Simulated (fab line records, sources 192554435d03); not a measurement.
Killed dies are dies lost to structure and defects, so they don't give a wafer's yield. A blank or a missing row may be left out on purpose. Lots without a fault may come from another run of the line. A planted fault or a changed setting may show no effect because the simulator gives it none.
fab line records | flow n5_finfet
record lots=5 wafers=15 last_day=14
route steps=1938 shown BEOL_M4@1092 BEOL_M5@1112
lots that met no fault: from a run of the same line without faults
start_h: hours from the record's first day to the start of the lot's first wafer shown | wait_h: hours since the lot's step before | " the same as in the row above | L1.1+2: a row that stands for several wafers | - no value, or no start given | * or withheld: withheld | < > ~ a bound
route shown NAME@n: a module of which the file shows steps, and the number in the route of the first | usual: mean/standard deviation of fault-free wafers | same: alike in all rows | chamber/n: place in a boat | sites: the reading at each site | _std_site: their standard deviation | _edge_site: outer sites' mean less inner sites' | radius_mm: how far each site lies from the wafer's centre | mask NAME#n: copy n | behind: the tool/chamber that last shaped the wafer | hold: why the lot was held/for how many hours/how that ended | device: the transistor (n, p or np) that didn't switch | end of line: the same wafers' tests at the end of the route | a step without rows: its recipe alone | killed: dies lost to structure and defects at the first sort, not the wafer's yield | map: a wafer's dies, x killed, . not, _ none there
set.NAME: the setting as run; set.NAME@STEP: as run at that earlier step | model.NAME: the simulator's own value behind a step, which no gauge read
lots at some steps of the route; a table a step, a row a wafer
services: from which hour (start_h, from the record's first day; less than 0 if before it) a tool's chamber was out of use, for how many hours, and why
## steps
# step N5_BEOL_M4_SPUTTER_88
# recipe material=Cu target_thk_a=45 temp_c=-20 chamber_pressure_pa=0.07 power_w=withheld time_s=8.29
# usual susceptor_temp_C=-20.01/0.1 throttle_valve_pct=30.1/1.1
# columns lot.wafer tool chamber start_h wait_h susceptor_temp_C throttle_valve_pct
L076.1 pvd_sputter-02 - 173.48 0.1 -20.02 29.8
L076.2 " - " " -20.19 31.2
L076.5 " - " " -19.95 29.7
L079.2 pvd_sputter-03 - 191.05 0.1 -19.93 31.6
L079.3 " - " " -20.06 31.5
L079.6 " - " " -19.97 31.1
L081.1 pvd_sputter-01 - 211.33 0.1 -20.21 29.6
L081.4 " - " " -20.10 28.6
L081.5 " - " " -19.96 30.8
L084.2 pvd_sputter-02 - 224.94 0.1 -20.21 30.9
L084.4 " - " " -20.04 29.8
L084.5 " - " " -20.02 29.9
L088.1 pvd_sputter-03 - 244.92 0.1 -20.05 31.7
L088.5 " - " " -19.96 28.8
L088.6 " - " " -19.97 29.2
# step N5_BEOL_M4_ANNEAL_89
# recipe temp_c=400 time_s=240 ambient=vacuum
# usual heater_power_w=858/70 susceptor_temp_C=400.02/0.23
# columns lot.wafer tool chamber start_h wait_h heater_power_w susceptor_temp_C
L076.1 pvd_sputter-02 - 173.56 0.0 788 399.69
L076.2 " - " " 909 400.05
L076.5 " - " " 776 399.84
L079.2 pvd_sputter-03 - 191.13 0.0 923 400.41
L079.3 " - " " 873 399.97
L079.6 " - " " 883 400.18
L081.1 pvd_sputter-01 - 211.41 0.0 827 399.94
L081.4 " - " " 972 400.32
L081.5 " - " " 881 399.65
L084.2 pvd_sputter-02 - 225.02 0.0 757 400.54
L084.4 " - " " 791 399.93
L084.5 " - " " 784 400.11
L088.1 pvd_sputter-03 - 245.00 0.0 924 399.63
L088.5 " - " " 834 399.86
L088.6 " - " " 722 399.84
# step N5_BEOL_M4_SPUTTER_90
# recipe material=Cu target_thk_a=45 temp_c=-20 chamber_pressure_pa=0.07 power_w=withheld time_s=8.29
# usual susceptor_temp_C=-20.01/0.11 throttle_valve_pct=30.1/1.1
# columns lot.wafer tool chamber start_h wait_h susceptor_temp_C throttle_valve_pct
L076.1 pvd_sputter-02 - 173.70 0.1 -19.94 29.7
L076.2 " - " " -19.98 31.1
L076.5 " - " " -19.95 29.5
L079.2 pvd_sputter-03 - 191.27 0.1 -20.21 31.4
L079.3 " - " " -19.91 31.4
L079.6 " - " " -19.90 31.6
L081.1 pvd_sputter-01 - 211.55 0.1 -19.92 29.9
L081.4 " - " " -20.00 28.7
L081.5 " - " " -19.90 31.3
L084.2 pvd_sputter-02 - 225.16 0.1 -19.94 30.9
L084.4 " - " " -20.07 29.8
L084.5 " - " " -19.92 29.3
L088.1 pvd_sputter-03 - 245.14 0.1 -20.23 31.6
L088.5 " - " " -20.07 28.9
L088.6 " - " " -19.91 29.4
# step N5_BEOL_M4_ANNEAL_91
# recipe temp_c=400 time_s=240 ambient=vacuum
# usual heater_power_w=860/71 susceptor_temp_C=400.02/0.23
# columns lot.wafer tool chamber start_h wait_h heater_power_w susceptor_temp_C
L076.1 pvd_sputter-02 - 173.78 0.0 793 400.31
L076.2 " - " " 899 400.15
L076.5 " - " " 783 399.92
L079.2 pvd_sputter-03 - 191.35 0.0 933 400.09
L079.3 " - " " 905 399.65
L079.6 " - " " 877 399.67
L081.1 pvd_sputter-01 - 211.63 0.0 828 399.71
L081.4 " - " " 980 400.15
L081.5 " - " " 864 400.18
L084.2 pvd_sputter-02 - 225.24 0.0 776 399.85
L084.4 " - " " 783 399.64
L084.5 " - " " 798 399.91
L088.1 pvd_sputter-03 - 245.22 0.0 939 400.01
L088.5 " - " " 816 400.15
L088.6 " - " " 738 399.91
# step N5_BEOL_M4_SPUTTER_92
# recipe material=Cu target_thk_a=45 temp_c=-20 chamber_pressure_pa=0.07 power_w=withheld time_s=8.29
# usual susceptor_temp_C=-20.00/0.1 throttle_valve_pct=30.1/1.1
# columns lot.wafer tool chamber start_h wait_h susceptor_temp_C throttle_valve_pct
L076.1 pvd_sputter-02 - 173.92 0.1 -19.94 29.3
L076.2 " - " " -20.07 31.6
L076.5 " - " " -20.03 29.6
L079.2 pvd_sputter-03 - 191.49 0.1 -20.23 31.6
L079.3 " - " " -20.06 31.2
L079.6 " - " " -19.97 31.6
L081.1 pvd_sputter-01 - 211.77 0.1 -20.03 29.5
L081.4 " - " " -20.05 28.9
L081.5 " - " " -19.84 31.1
L084.2 pvd_sputter-02 - 225.38 0.1 -20.08 31.2
L084.4 " - " " -20.14 29.6
L084.5 " - " " -20.08 29.7
L088.1 pvd_sputter-03 - 245.36 0.1 -19.93 31.5
L088.5 " - " " -20.01 28.6
L088.6 " - " " -19.89 29.2
# step N5_BEOL_M4_ANNEAL_93
# recipe temp_c=400 time_s=240 ambient=vacuum
# usual heater_power_w=858/73 susceptor_temp_C=400.01/0.23
# columns lot.wafer tool chamber start_h wait_h heater_power_w susceptor_temp_C
L076.1 pvd_sputter-02 - 174.00 0.0 771 399.96
L076.2 " - " " 882 399.70
L076.5 " - " " 806 400.23
L079.2 pvd_sputter-03 - 191.57 0.0 937 400.18
L079.3 " - " " 893 400.08
L079.6 " - " " 894 399.95
L081.1 pvd_sputter-01 - 211.85 0.0 822 400.43
L081.4 " - " " 985 399.97
L081.5 " - " " 852 400.29
L084.2 pvd_sputter-02 - 225.46 0.0 764 399.64
L084.4 " - " " 759 400.05
L084.5 " - " " 796 400.33
L088.1 pvd_sputter-03 - 245.44 0.0 944 399.79
L088.5 " - " " 822 399.62
L088.6 " - " " 714 400.03
# step N5_BEOL_M4_SPUTTER_94
# recipe material=Cu target_thk_a=45 temp_c=-20 chamber_pressure_pa=0.07 power_w=withheld time_s=8.29
# usual susceptor_temp_C=-20.00/0.11 throttle_valve_pct=30.1/1.1
# columns lot.wafer tool chamber start_h wait_h susceptor_temp_C throttle_valve_pct
L076.1 pvd_sputter-02 - 174.14 0.1 -19.87 29.6
L076.2 " - " " -20.01 31.3
L076.5 " - " " -20.06 29.9
L079.2 pvd_sputter-03 - 191.71 0.1 -20.01 31.7
L079.3 " - " " -19.88 31.3
L079.6 " - " " -19.88 31.4
L081.1 pvd_sputter-01 - 211.99 0.1 -19.89 29.3
L081.4 " - " " -20.07 28.9
L081.5 " - " " -19.97 31.2
L084.2 pvd_sputter-02 - 225.60 0.1 -20.04 30.7
L084.4 " - " " -19.96 29.5
L084.5 " - " " -19.88 29.6
L088.1 pvd_sputter-03 - 245.58 0.1 -19.91 31.6
L088.5 " - " " -20.02 29.0
L088.6 " - " " -19.95 29.4
# step N5_BEOL_M4_ANNEAL_95
# recipe temp_c=400 time_s=240 ambient=vacuum
# usual heater_power_w=860/69 susceptor_temp_C=400.03/0.21
# columns lot.wafer tool chamber start_h wait_h heater_power_w susceptor_temp_C
L076.1 pvd_sputter-02 - 174.22 0.0 786 399.93
L076.2 " - " " 878 400.24
L076.5 " - " " 804 399.86
L079.2 pvd_sputter-03 - 191.79 0.0 916 400.09
L079.3 " - " " 858 400.33
L079.6 " - " " 871 400.22
L081.1 pvd_sputter-01 - 212.07 0.0 833 399.79
L081.4 " - " " 981 400.06
L081.5 " - " " 886 399.85
L084.2 pvd_sputter-02 - 225.68 0.0 774 400.09
L084.4 " - " " 793 399.72
L084.5 " - " " 804 399.89
L088.1 pvd_sputter-03 - 245.66 0.0 917 400.37
L088.5 " - " " 827 400.41
L088.6 " - " " 727 399.75
# step N5_BEOL_M4_SPUTTER_96
# recipe material=Cu target_thk_a=45 temp_c=-20 chamber_pressure_pa=0.07 power_w=withheld time_s=8.29
# usual susceptor_temp_C=-20.01/0.11 throttle_valve_pct=30.1/1.1
# columns lot.wafer tool chamber start_h wait_h susceptor_temp_C throttle_valve_pct
L076.1 pvd_sputter-02 - 174.36 0.1 -19.83 29.7
L076.2 " - " " -20.06 31.1
L076.5 " - " " -19.89 29.6
L079.2 pvd_sputter-03 - 191.93 0.1 -20.13 31.7
L079.3 " - " " -19.84 31.5
L079.6 " - " " -19.99 31.6
L081.1 pvd_sputter-01 - 212.21 0.1 -19.99 29.4
L081.4 " - " " -19.96 29.2
L081.5 " - " " -20.08 31.4
L084.2 pvd_sputter-02 - 225.82 0.1 -20.06 30.9
L084.4 " - " " -19.87 29.7
L084.5 " - " " -20.02 29.4
L088.1 pvd_sputter-03 - 245.80 0.1 -20.09 31.7
L088.5 " - " " -20.15 28.8
L088.6 " - " " -20.11 29.2
# step N5_BEOL_M4_ECD_50
# recipe material=Cu target_thk_a=3000
# columns lot.wafer tool chamber start_h wait_h
L076.1+2+5 ecd_cu-02 0,1,0 174.48 0.1
L079.2+3+6 ecd_cu-01 1,1,0 192.05 0.1
L081.1+4+5 ecd_cu-02 0,0,1 212.32 0.1
L084.2+4+5 ecd_cu-01 1 225.94 0.1
L088.1+5+6 ecd_cu-01 1,1,0 245.92 0.1
# step N5_BEOL_M4_ANNEAL_51
# recipe temp_c=225 time_s=90 ambient=N2
# usual anneal_temp_c=224.98/0.17 wafer_temp_C_max=225.92/0.25
# columns lot.wafer tool chamber start_h wait_h anneal_temp_c wafer_temp_C_max
L076.1 rtp_anneal-01 0 174.56 0.1 225.11 225.69
L076.2 " 0 " " 224.89 226.15
L076.5 " 0 " " 225.32 226.10
L079.2 rtp_anneal-02 0 192.19 0.1 224.53 225.73
L079.3 " 0 " " 224.70 225.61
L079.6 " 0 " " 224.64 225.66
L081.1 rtp_anneal-01 0 212.40 0.1 224.91 226.02
L081.4 " 0 " " 224.79 225.57
L081.5 " 0 " " 225.07 225.91
L084.2 rtp_anneal-02 0 226.06 0.1 224.89 225.67
L084.4 " 0 " " 225.07 225.90
L084.5 " 0 " " 224.89 225.44
L088.1 rtp_anneal-01 0 245.99 0.1 225.16 225.55
L088.5 " 0 " " 225.04 226.16
L088.6 " 0 " " 225.04 226.34
# step N5_BEOL_M4_CMP_52
# recipe stop_on=SiOC t_overpolish_s=6.8 down_force_psi=1 platen_rpm=50 clearing_platen_down_force_psi=1.5 clearing_platen_rpm=50 post_cmp_clean=cu_alkaline target_thk_nm=40 clearing_platen_pad_velocity_m_s=0.99484 pad_velocity_m_s=0.99484
# usual barrier_field_endpoint_s=24.7/0.59 head_pressure_psi=0.9997/0.002 motor_current_A=6.3/0.74 overpolish_run_s=6.799/0.0085 retaining_ring_pressure_frac=1.000/0.0049 time_to_endpoint_s=63/3.2
# columns lot.wafer tool chamber start_h wait_h barrier_field_endpoint_s head_pressure_psi motor_current_A overpolish_run_s retaining_ring_pressure_frac time_to_endpoint_s
L076.1 cmp-03 1 175.06 0.5 25.5 1.0007 6.2 6.807 0.999 66
L076.2 " 2 " " 25.1 0.9995 7.0 6.797 0.998 67
L076.5 " 1 " " 25.6 1.0020 6.7 6.796 1.002 67
L079.3 cmp-03 3 192.44 0.2 25.4 1.0032 7.7 6.796 1.001 66
L079.2 " 1 " " 25.3 1.0034 6.7 6.801 1.006 66
L079.6 " 0 " " 25.1 0.9976 7.8 6.799 0.993 60
L081.4 cmp-01 2 212.79 0.2 25.1 0.9980 6.8 6.781 1.005 61
L081.1 " 3 " " 24.5 0.9999 6.9 6.806 1.001 61
L081.5 " 1 " " 24.7 1.0004 6.3 6.806 1.007 59
L084.2 cmp-01 3 226.32 0.2 23.9 0.9974 7.0 6.795 0.990 60
L084.4 " 1 " " 23.9 1.0026 6.1 6.781 1.000 63
L084.5 " 3 " " 24.0 0.9991 6.6 6.801 0.995 62
L088.1 cmp-04 1 246.41 0.4 24.8 0.9994 5.3 6.785 0.995 64
L088.5 " 2 " " 25.2 1.0008 5.1 6.802 0.995 67
L088.6 " 3 " " 24.7 1.0013 6.8 6.807 0.993 63
# step N5_BEOL_M4_THK_MEAS_53
# recipe thk_meas_gauge=xrf reads=Cu_of_BEOL_M4_ECD_50
# usual M4_THK=40.2/1.4
# columns lot.wafer tool chamber start_h wait_h M4_THK[nm]
L076.1 film_metro-02 - 175.32 - 41.8
L076.2 " - " " 40.1
L076.5 " - " " 41.9
L079.2 film_metro-02 - 192.74 - 43.8
L079.3 " - " " 40.7
L079.6 " - " " 41.7
L081.1 film_metro-02 - 213.01 - 39.7
L081.4 " - " " 41.5
L081.5 " - " " 39.1
L084.2 film_metro-01 - 226.61 - 39.8
L084.4 " - " " 40.1
L084.5 " - " " 39.3
L088.1 film_metro-01 - 246.59 - 40.5
L088.5 " - " " 43.1
L088.6 " - " " 40.9
# step N5_BEOL_M4_PRE_CLEAN_60
# recipe gas=NH3/H2 time_s=15 temp_c=* rf_power_w=300
# usual heater_power_w=83/13 susceptor_temp_C=*
# columns lot.wafer tool chamber start_h wait_h heater_power_w since_wet_clean_h susceptor_temp_C
L076.1 cvd_co-01 1 175.49 0.2 77 39 *
L076.2 " 2 " " 88 476 *
L076.5 " 0 " " 85 - *
L079.2 cvd_co-01 0 192.77 0.0 88 953 *
L079.3 " 1 " " 78 56 *
L079.6 " 1 " " 78 - *
L081.1 cvd_co-02 1 213.04 0.0 96 1192 *
L081.4 " 2 " " 59 - *
L081.5 " 1 " " 98 - *
L084.2 cvd_co-01 0 226.65 0.0 84 987 *
L084.4 " 0 " " 89 - *
L084.5 " 2 " " 89 - *
L088.1 cvd_co-01 2 246.62 0.0 89 547 *
L088.5 " 0 " " 84 - *
L088.6 " 2 " " 89 - *
# step N5_BEOL_M4_CO_CAP_55
# recipe material=Co target_thk_a=20 temp_c=200 precursor=CCTBA/H2 pressure_torr=30 time_s=102.1
# usual heater_power_w=233/16 susceptor_temp_C=200.00/0.16
# columns lot.wafer tool chamber start_h wait_h heater_power_w since_wet_clean_h susceptor_temp_C
L076.1 cvd_co-01 1 175.53 0.0 227 39 199.74
L076.2 " 2 " " 243 476 200.04
L076.5 " 0 " " 232 - 199.87
L079.2 cvd_co-01 0 192.81 0.0 233 953 200.30
L079.3 " 1 " " 222 56 200.31
L079.6 " 1 " " 221 - 200.30
L081.1 cvd_co-02 1 213.08 0.0 244 1192 199.78
L081.4 " 2 " " 204 - 199.84
L081.5 " 1 " " 249 - 199.83
L084.2 cvd_co-01 0 226.69 0.0 235 987 200.05
L084.4 " 0 " " 233 - 200.14
L084.5 " 2 " " 244 - 199.97
L088.1 cvd_co-01 2 246.66 0.0 245 547 200.05
L088.5 " 0 " " 231 - 199.85
L088.6 " 2 " " 245 - 200.01
# step N5_BEOL_M4_PRE_CLEAN_56
# recipe gas=NH3 time_s=15 temp_c=withheld rf_power_w=300
# columns lot.wafer tool chamber start_h wait_h since_wet_clean_h
L076.1 pecvd-04 0 175.62 0.1 193
L076.2 " 1 " " 1423
L076.5 " 2 " " -
L079.2 pecvd-04 1 192.91 0.1 1441
L079.3 " 2 " " 2166
L079.6 " 2 " " -
L081.1 pecvd-04 1 213.18 0.1 1461
L081.4 " 1 " " -
L081.5 " 1 " " -
L084.2 pecvd-04 0 226.79 0.1 244
L084.4 " 1 " " -
L084.5 " 1 " " -
L088.1 pecvd-01 1 246.75 0.1 1676
L088.5 " 2 " " -
L088.6 " 1 " " -
# step N5_BEOL_M4_DEP_57
# recipe material=SiCN target_thk_a=80 temp_c=withheld precursor=3MS/NH3 pressure_torr=3 rf_w=202 time_s=14
# usual showerhead_plenum_p_Torr=3.665/0.015 throttle_valve_pct=9.1/0.53
# columns lot.wafer tool chamber start_h wait_h showerhead_plenum_p_Torr since_wet_clean_h throttle_valve_pct
L076.1 pecvd-04 0 175.65 0.0 3.659 193 8.6
L076.2 " 1 " " 3.643 1423 8.9
L076.5 " 2 " " 3.678 - 9.6
L079.2 pecvd-04 1 192.93 0.0 3.646 1441 8.7
L079.3 " 2 " " 3.681 2166 9.6
L079.6 " 2 " " 3.677 - 9.7
L081.1 pecvd-04 1 213.21 0.0 3.647 1461 8.7
L081.4 " 1 " " 3.649 - 8.9
L081.5 " 1 " " 3.650 - 8.8
L084.2 pecvd-04 0 226.83 0.0 3.661 244 8.6
L084.4 " 1 " " 3.656 - 8.7
L084.5 " 1 " " 3.639 - 8.7
L088.1 pecvd-01 1 246.78 0.0 3.696 1676 10.0
L088.5 " 2 " " 3.641 - 8.7
L088.6 " 1 " " 3.693 - 9.7
# step N5_BEOL_M4_RS_MEAS_58
# recipe thk_meas_gauge=four-point-probe reads=Co_of_BEOL_M4_CO_CAP_55+Cu_of_BEOL_M4_ECD_50+Co_of_BEOL_M4_CVD_47+TaN_of_BEOL_M4_ALD_84
# usual M4_RS=0.671/0.029
# columns lot.wafer tool chamber start_h wait_h M4_RS[ohm/sq]
L076.1 film_metro-01 - 175.71 0.0 0.649
L076.2 " - " " 0.680
L076.5 " - " " 0.639
L079.2 film_metro-02 - 193.00 0.1 0.602
L079.3 " - " " 0.661
L079.6 " - " " 0.641
L081.1 film_metro-02 - 213.30 0.1 0.680
L081.4 " - " " 0.650
L081.5 " - " " 0.700
L084.2 film_metro-02 - 226.92 0.1 0.673
L084.4 " - " " 0.668
L084.5 " - " " 0.684
L088.1 film_metro-01 - 246.85 0.0 0.670
L088.5 " - " " 0.620
L088.6 " - " " 0.659
# step N5_BEOL_M4_INSPECT_59
# recipe inspect_instrument=darkfield mode=post_dep
# usual raw_defect_count=68/23
# columns lot.wafer tool chamber start_h wait_h raw_defect_count
L076.1 defect_inspect-01 - 175.74 0.0 67
L076.2 " - " " 86
L076.5 " - " " 88
L079.2 defect_inspect-02 - 193.02 0.0 74
L079.3 " - " " 56
L079.6 " - " " 70
L081.1 defect_inspect-01 - 213.32 0.0 41
L081.4 " - " " 52
L081.5 " - " " 73
L084.2 defect_inspect-01 - 226.94 0.0 55
L084.4 " - " " 38
L084.5 " - " " 47
L088.1 defect_inspect-02 - 247.48 0.6 58
L088.5 " - " " 101
L088.6 " - " " 81
# step N5_BEOL_M4_RC_MEAS_101
# usual DIBL_N=37.0/1.7 DIBL_P=36.7/2 IOFF_N=0.17/0.035 IOFF_P=0.22/0.035 ION_N=672/12 ION_P=461/7.5 SS_N=71.6/0.67 SS_P=73.4/0.64 VT_N=250/3.5 VT_P=-250/3.5
# columns lot.wafer tool chamber start_h wait_h DIBL_N[mV/V] DIBL_P[mV/V] IOFF_N[nA/um] IOFF_P[nA/um] ION_N[uA/um] ION_P[uA/um] SS_N[mV/dec] SS_P[mV/dec] VT_N[mV] VT_P[mV]
L076.1 prober-01 0 175.77 0.0 35.1 36.8 0.14 0.18 656 450 71.9 73.4 251 -252
L076.2 " 0 " " 35.9 38.3 0.15 0.20 682 467 71.5 74.0 252 -252
L076.5 " 0 " " 34.4 37.0 0.13 0.19 671 469 72.1 72.9 251 -252
L079.2 prober-02 0 193.20 0.2 38.1 37.3 0.18 0.21 667 448 72.1 73.8 249 -253
L079.3 " 0 " " 41.8 40.9 0.27 0.27 685 456 72.6 75.3 241 -250
L079.6 " 0 " " 37.6 36.0 0.16 0.19 677 455 71.5 72.8 249 -251
L081.1 prober-01 0 213.35 0.0 38.7 37.4 0.18 0.22 662 456 72.1 73.8 247 -251
L081.4 " 0 " " 35.6 34.7 0.13 0.18 677 464 71.3 73.1 250 -253
L081.5 " 0 " " 38.1 37.2 0.16 0.21 666 451 72.3 73.0 250 -253
L084.2 prober-02 0 227.12 0.2 34.6 34.7 0.13 0.17 674 457 70.9 72.6 254 -256
L084.4 " 0 " " 35.8 36.6 0.15 0.20 667 457 71.6 73.4 254 -252
L084.5 " 0 " " 37.8 39.5 0.19 0.24 686 469 71.2 74.7 252 -250
L088.1 prober-02 0 247.50 0.0 36.1 37.4 0.15 0.22 665 455 71.6 74.4 250 -248
L088.5 " 0 " " 33.6 34.1 0.11 0.17 648 457 70.6 72.9 255 -254
L088.6 " 0 " " 37.5 38.2 0.17 0.25 670 458 71.2 73.5 250 -247
# step N5_BEOL_M5_ILD_DEP_00
# recipe material=SiCOH_lowk target_thk_a=1406.4 temp_c=300 precursor=DEMS/porogen pressure_torr=5 rf_w=500 time_s=25.9
# usual heater_power_w=289/44 showerhead_plenum_p_Torr=5.740/0.014 susceptor_temp_C=300.00/0.19 throttle_valve_pct=14.1/0.96
# columns lot.wafer tool chamber start_h wait_h heater_power_w showerhead_plenum_p_Torr since_wet_clean_h susceptor_temp_C throttle_valve_pct
L076.1 pecvd-04 0 176.74 0.8 200 5.728 194 299.82 13.0
L076.2 " 1 " " 263 5.709 1424 299.94 13.5
L076.5 " 2 " " 321 5.746 - 300.23 15.1
L079.2 pecvd-02 1 194.01 0.7 296 5.739 1985 299.86 15.4
L079.3 " 0 " " 333 5.741 - 300.65 14.5
L079.6 " 0 " " 319 5.746 - 300.07 14.7
L081.1 pecvd-02 0 214.31 0.8 326 5.756 1281 300.17 14.7
L081.4 " 1 " " 297 5.732 - 299.96 15.3
L081.5 " 0 " " 334 5.759 - 299.96 14.6
L084.2 pecvd-02 1 227.94 0.7 263 5.731 2019 299.79 15.6
L084.4 " 2 " " 327 5.739 - 299.80 13.2
L084.5 " 1 " " 262 5.753 - 300.18 15.3
L088.1 pecvd-03 0 248.46 0.8 235 5.732 1134 300.20 14.0
L088.5 " 2 " " 271 5.723 - 300.00 13.2
L088.6 " 1 " " 349 5.754 - 299.68 15.5
# step N5_BEOL_M5_CURE_79
# recipe temp_c=385 time_s=240 ambient=He/Ar material=SiCOH_lowk
# usual lamp_power_pct=52.32/0.05 wafer_temp_C_max=386.9/0.65
# columns lot.wafer tool chamber start_h wait_h lamp_power_pct wafer_temp_C_max
L076.1 uv_cure-01 0 176.80 0.0 52.36 385.8
L076.2 " 0 " " 52.29 385.9
L076.5 " 0 " " 52.31 385.6
L079.2 uv_cure-02 2 194.17 0.1 52.31 386.9
L079.3 " 2 " " 52.30 387.2
L079.6 " 2 " " 52.25 388.3
L081.1 uv_cure-03 2 214.37 0.0 52.36 386.3
L081.4 " 2 " " 52.35 386.1
L081.5 " 2 " " 52.31 385.9
L084.2 uv_cure-03 0 228.08 0.1 52.39 386.7
L084.4 " 0 " " 52.31 387.4
L084.5 " 0 " " 52.33 387.6
L088.1 uv_cure-02 1 248.52 0.0 52.29 386.7
L088.5 " 1 " " 52.32 388.0
L088.6 " 1 " " 52.39 387.1
## services
# columns tool chamber start_h hours kind
cvd_co-02 2 151.49 10.4 repair
cvd_co-02 1 152.68 56.4 repair
pecvd-02 1 165.01 5.5 scheduled_down
uv_cure-01 - 165.59 1.0 pm
pvd_sputter-03 - 172.58 5.0 repair
cmp-01 - 174.91 4.0 pm
cmp-01 - 180.08 0.8 repair
uv_cure-02 - 184.15 2.1 pm
uv_cure-01 - 185.03 5.0 repair
pecvd-02 2 186.39 16.3 repair
ecd_cu-02 - 187.65 16.5 repair
pecvd-01 - 192.75 2.8 pm
pecvd-04 2 202.38 - clean
pecvd-04 2 202.38 - consumable_replace:showerhead
pecvd-04 2 202.38 29.0 scheduled_down
pecvd-04 2 202.38 29.0 vent_cycle
pecvd-04 - 206.89 0.8 repair
pecvd-01 - 214.89 2.5 repair
cmp-04 - 225.44 6.5 pm
cvd_co-02 - 226.00 0.7 repair
uv_cure-01 - 227.98 0.8 repair
cmp-04 - 233.70 2.4 repair
cmp-01 - 244.66 2.3 repair
cmp-04 - 247.05 0.4 repair
## key
fault none
